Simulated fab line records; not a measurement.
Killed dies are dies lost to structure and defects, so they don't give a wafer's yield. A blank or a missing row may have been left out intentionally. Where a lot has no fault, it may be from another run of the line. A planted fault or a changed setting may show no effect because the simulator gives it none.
Problem report, 8D (eight disciplines) form, completed by code + flow nandHarc + the parts of the form that need people (team, actions taken, sign-off) are left out

## 1. WHAT IS WRONG
Wafers without a fault read 28, standard deviation 11; killedAtArray at NHARC_END_SORT_01 reads a mean of 658 on 6 wafers belonging to 2 lots. That puts it +57 standard deviations away from the usual mean.
The first sign was on wafer L391.1 at day 22 04:41, on prober-01. At this step, 12 wafers from 4 lots have a number in the record. By rule, "out" or "out of limits" means more than 4 standard deviations away from the usual mean. The rest of the wafers with a number are treated as sound.

## 2. WHAT IT IS AND WHAT IT IS NOT
| question                    | is                        | is not                                                             |
|-----------------------------|---------------------------|--------------------------------------------------------------------|
| which readings at this step | killedAtArray, killedDies | killedAtOther, killedAtPeriphery, killedOpen                       |
| which lots                  | L391, L392                | L382, L394                                                         |
| which wafers of those lots  | all that have a number    | -                                                                  |
| read on which gauges        | prober-01                 | prober-02                                                          |
| when                        | from day 22 04:41         | up to then (3 sound wafers); but 3 sound wafers of L394 came after |

## 3. THE SUSPECTS, EACH WITH WHAT RULES IT OUT
Counting: a tool stays on the suspect list if, at a process step up to the reading, it processed all lots that are out and no sound lot following the first of them.
- ruled out: the gauge at NHARC_END_SORT_01. All the wafers that are out were read on prober-01, but those of them that NHARC_A_WL_FILL_ETCHBACK_26 has rows for are out there too, on other tools.
- rieDiel-03 at NHARC_A_WL_FILL_ETCHBACK_16 (etches the open film in C4F8/O2/Ar, target depth 88 nm, time 17.6 s): ruled out as a lasting fault. Sound lots L394 ran on it after its first lot that is out, L391 (day 18 08:25). With no start given for some of its lots, NHARC_A_WL_FILL_ETCHBACK_16 uses the hours and lot order of NHARC_A_WL_FILL_ETCHBACK_26.
- rieSi-03 at NHARC_A_WL_FILL_ETCHBACK_26 (etches the open film in HBr, target depth 52 nm, time 13.3 s): kept. It ran every lot that is out, first L391 (day 18 08:25), and no sound lot after that. Its own readings are out on those wafers: oesProductAu.
Left after counting: rieSi-03 at NHARC_A_WL_FILL_ETCHBACK_26.

## 4. THE CAUSE (what the simulator had put in)
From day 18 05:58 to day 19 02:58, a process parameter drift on rieSi-03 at NHARC_A_WL_FILL_ETCHBACK_26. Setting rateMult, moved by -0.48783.
Counting left only this tool.

## 5. THE EFFECT CHAIN, in route order
Each row: a reading whose mean over the struck wafers that have a number lies more than 3 standard deviations from the usual. Readings are gone through only where the record gives a usual standard deviation; hours: the median, over the lots, of the time from a lot's start at the first step in this table giving one to that lot's start at this step; sigmas: the change measured in usual standard deviations.
| hours | step                        | reading       | usual      | on struck wafers | change | sigmas |
|-------|-----------------------------|---------------|------------|------------------|--------|--------|
| 0     | NHARC_A_WL_FILL_ETCHBACK_26 | oesProductAu  | 1.000 a.u. | 0.693            | -0.307 | -39    |
| 93    | NHARC_END_SORT_01           | killedAtArray | 28         | 658              | +630   | +57    |
| 93    | NHARC_END_SORT_01           | killedDies    | 32         | 664              | +632   | +58    |
Process steps it contains:
- NHARC_A_WL_FILL_ETCHBACK_26: etches the open film in HBr, target depth 52 nm, time 13.3 s.

## 6. WHAT WOULD HAVE CAUGHT IT SOONER
95 hours passed between the start of the fault at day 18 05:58 and the first reading out of limits at a measuring or inspecting step in this record, taken at day 22 04:41.
The tool's own readings at NHARC_A_WL_FILL_ETCHBACK_26 were out on every struck wafer that the step has a row for (oesProductAu): an alarm limit on them would have fired on the first of those.
All the lots that are out (2) had begun NHARC_A_WL_FILL_ETCHBACK_26 on rieSi-03 by day 22 04:41. A hold on the tool at that time would have spared none of them.
